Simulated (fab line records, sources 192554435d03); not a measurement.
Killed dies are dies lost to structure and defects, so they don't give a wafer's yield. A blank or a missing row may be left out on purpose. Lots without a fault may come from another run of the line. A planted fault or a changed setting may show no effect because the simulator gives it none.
Chamber matching | flow n5_finfet | N5_BEOL_M10_VIA_ETCH_34 on rie_diel-02: 4 sister chambers
The step etches SiCOH lowk in C4F6/O2, target depth 184.5 nm, time 69.2 s. 8 wafers are shown with their chamber, then 10 later ones without.

WAFERS WITH THEIR CHAMBER
wafer  | chamber | rf_vpp_V (V) | showerhead_plenum_p_Torr (Torr)
L081.4 | 3       | 689          | 2.89
L086.1 | 1       | 665          | 2.86
L086.3 | 0       | 687          | 2.70
L088.1 | 3       | 690          | 2.88
L088.3 | 2       | 645          | 2.95
L088.4 | 1       | 665          | 2.86
L090.1 | 2       | 644          | 2.95
L090.3 | 0       | 686          | 2.69

WAFERS WITHOUT THEIR CHAMBER
wafer  | rf_vpp_V (V) | showerhead_plenum_p_Torr (Torr)
L090.5 | 663          | 2.85
L092.1 | 684          | 2.69
L092.2 | 688          | 2.88
L092.3 | 645          | 2.94
L095.1 | 689          | 2.88
L095.3 | 664          | 2.85
L095.6 | 644          | 2.94
L094.3 | 644          | 2.94
L094.5 | 666          | 2.85
L094.6 | 689          | 2.87

WHICH CHAMBER EACH WENT THROUGH
wafer  | from the rows above | in truth
L090.5 | 1                   | 1
L092.1 | 0                   | 0
L092.2 | 3                   | 3
L092.3 | 2                   | 2
L095.1 | 3                   | 3
L095.3 | 1                   | 1
L095.6 | 2                   | 2
L094.3 | 2                   | 2
L094.5 | 1                   | 1
L094.6 | 3                   | 3
Placed correctly: 10 of 10. Can't be placed from these rows: 0. Placed wrongly: 0.
How it was worked out, from the rows above alone: a wafer's distance from a chamber is the root of the sum, over the readings, of the square of ((its reading less the chamber's mean) divided by the reading's scatter). The wafer belongs to the nearest chamber; if the next one is less than 2 further off, it can't be placed. A chamber's mean is the mean of its shown wafers. The scatter: the root of (the sum of the squares of (reading less its chamber's mean) over the shown wafers, divided by (wafers less chambers)).
